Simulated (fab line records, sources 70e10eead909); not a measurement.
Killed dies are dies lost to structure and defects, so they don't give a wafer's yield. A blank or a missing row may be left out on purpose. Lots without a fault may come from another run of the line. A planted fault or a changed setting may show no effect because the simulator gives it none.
Chamber matching | flow nand_harc | NHARC_THIN_TSV_DEP_43 on pecvd-01: 3 sister chambers
The step deposits SiO2, target thk 1328.5 nm. 16 wafers are shown with their chamber, then 8 later ones without.

WAFERS WITH THEIR CHAMBER
wafer  | chamber | throttle_valve_pct (%)
L701.2 | 0       | 16.7
L701.3 | 2       | 15.2
L701.5 | 0       | 16.5
L704.2 | 0       | 16.3
L704.3 | 1       | 15.4
L704.5 | 2       | 15.3
L700.2 | 2       | 15.4
L700.4 | 0       | 16.7
L700.6 | 2       | 15.1
L714.2 | 2       | 15.2
L714.5 | 1       | 15.7
L714.6 | 0       | 16.7
L713.1 | 2       | 15.2
L713.3 | 0       | 16.4
L713.6 | 2       | 15.5
L712.1 | 0       | 16.6

SIGNATURES (means of the wafers above)
reading            | chamber 0 | chamber 1 | chamber 2 | scatter within a chamber
throttle_valve_pct | 16.557    | 15.550    | 15.271    | 0.156
Rule: a wafer's distance from a chamber is the root of the sum, over the readings, of the square of ((its reading less the chamber's mean) divided by the reading's scatter). The wafer belongs to the nearest chamber; if the next one is less than 2 further off, it can't be placed. The scatter: the root of (the sum of the squares of (reading less its chamber's mean) over the shown wafers, divided by (wafers less chambers)).

WAFERS WITHOUT THEIR CHAMBER
wafer  | throttle_valve_pct (%)
L712.3 | 15.5
L712.4 | 15.5
L720.3 | 15.5
L720.4 | 15.9
L720.5 | 15.5
L718.2 | 16.8
L718.3 | 15.4
L718.6 | 16.6

WHICH CHAMBER EACH WENT THROUGH
wafer  | from the rows above          | in truth
L712.3 | can't be placed: 1 or 2      | 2
L712.4 | can't be placed: 1 or 2      | 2
L720.3 | can't be placed: 1 or 2      | 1
L720.4 | can't be placed: 1 or 2 or 0 | 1
L720.5 | can't be placed: 1 or 2      | 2
L718.2 | 0                            | 0
L718.3 | can't be placed: 2 or 1      | 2
L718.6 | 0                            | 0
Placed correctly: 2 of 8. Can't be placed from these rows: 6 (the true chamber is among the candidates in 6). Placed wrongly: 0.
